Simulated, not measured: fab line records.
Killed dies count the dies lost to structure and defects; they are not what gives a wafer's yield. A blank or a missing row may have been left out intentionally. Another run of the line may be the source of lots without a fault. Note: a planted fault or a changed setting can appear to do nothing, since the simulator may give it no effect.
Matching of chambers	flow nand harc	NHARC_A_M0_DESCUM_14 on rie diel-10: 4 sister chambers
The step chemistry O2, time 3 s. 8 wafers are shown with their chamber, then 8 later ones without.

== EACH WAFER AND ITS CHAMBER ==
wafer	chamber	showerhead plenum p Torr (Torr)	drypump motor current A (A)
L075.1	1	1.85	6.04
L076.4	2	2.03	6.14
L076.5	2	2.03	6.13
L079.1	1	1.85	6.03
L079.6	0	1.94	5.47
L078.5	3	1.97	5.60
L078.6	0	1.94	5.46
L088.1	3	1.96	5.60

== WAFERS WITH NO CHAMBER GIVEN ==
wafer	showerhead plenum p Torr (Torr)	drypump motor current A (A)
L088.5	2.03	6.12
L088.6	1.85	6.01
L089.1	1.93	5.49
L089.2	1.96	5.60
L089.6	1.93	5.48
L087.1	1.96	5.59
L087.5	1.93	5.47
L087.6	1.85	6.04

== EACH ONE'S CHAMBER ==
wafer	from the rows above	in truth
L088.5	2	2
L088.6	1	1
L089.1	0	0
L089.2	3	3
L089.6	0	0
L087.1	3	3
L087.5	0	0
L087.6	1	1
Correct placement for 8 of the 8. Number that these rows cannot place: 0. 0 placed wrongly.
How it was worked out, from the rows above alone: a wafer's distance from a chamber is the root of the sum, over the readings, of the square of ((its reading less the chamber's mean) divided by the reading's scatter). If the next closest chamber is less than 2 further off than the closest, the wafer can't be placed; otherwise it belongs to the closest. A chamber's mean is the mean of its shown wafers. How the scatter is found: for the shown wafers, subtract from each reading the mean of its chamber, square and add these, divide the total by (wafers less chambers), then take the root.
